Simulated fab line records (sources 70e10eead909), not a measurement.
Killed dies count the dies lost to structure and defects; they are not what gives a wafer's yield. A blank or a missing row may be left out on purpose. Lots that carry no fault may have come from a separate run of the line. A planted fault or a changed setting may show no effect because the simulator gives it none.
8D (eight disciplines) problem report, filled in by code    flow nand harc    the parts of the form that need people (team, actions taken, sign-off) are left out

## 1. THE ISSUE
Wafers without a fault read 27, standard deviation 11; killed at array at NHARC_END_SORT_01 reads a mean of 122 on 6 wafers belonging to 2 lots. That puts it +8.7 standard deviations away from the usual mean.
Seen first at day 24 15:59 on prober-02, wafer L292.1. Wafers with a number at this step in the record: 6, from 2 lots. Rule for "out" (also "out of limits"): further than 4 standard deviations from the usual mean. All remaining wafers that have a number are taken as sound.

## 2. WHAT IT IS; WHAT IT IS NOT
question                     is                            is not
which readings at this step  killed at array, killed dies  killed at other, killed at periphery, killed open
which lots                   L292, L293                    -
which wafers of those lots   all that have a number        -
read on which gauges         prober-01, prober-02          -
when                         from day 24 15:59             up to then (0 sound wafers)

## 3. WHAT RULES OUT EACH SUSPECT
Counting: any tool at a process step up to the reading is kept as a suspect provided that every lot that is out went through it and no sound lot did after the first of them.
- the gauge at NHARC_END_SORT_01: ruled out. The wafers that are out were read on 2 gauges (prober-01, prober-02).
- pecvd onon-03 at NHARC_A_ONON_D1_DEP_12 (target thk 1000 nm): kept. It ran every lot that is out, first L292 (day 12 17:02), and no sound lot after that.
Remaining after the count: pecvd onon-03 at NHARC_A_ONON_D1_DEP_12.

## 4. THE CAUSE (what the simulator had put in)
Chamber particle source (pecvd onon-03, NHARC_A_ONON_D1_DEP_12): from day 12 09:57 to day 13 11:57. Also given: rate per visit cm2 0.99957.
The count eliminated every tool but this one.

## 5. SEQUENCE OF EFFECTS, ordered by route
Each row: a reading whose mean over the struck wafers that have a number lies more than 3 standard deviations from the usual. Only readings whose record carries a usual standard deviation are examined. hours: median over the lots of the time between each lot's start at the first step of this table that gives one and its start at this step. sigmas: the change, counted in usual standard deviations.
hours  step               reading          usual  on struck wafers  change  sigmas
0      NHARC_END_SORT_01  killed at array  27     122               +96     +8.7
0      NHARC_END_SORT_01  killed dies      31     126               +95     +8.6

## 6. WHAT WOULD HAVE CAUGHT IT SOONER
Counted from the fault's start at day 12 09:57, it took 294 hours until the first out-of-limits reading at a measuring or inspecting step in this record, taken at day 24 15:59.
Lots out: 2; all had begun NHARC_A_ONON_D1_DEP_12 on pecvd onon-03 by day 24 15:59. Tool hold at that time: it would have spared none of them.
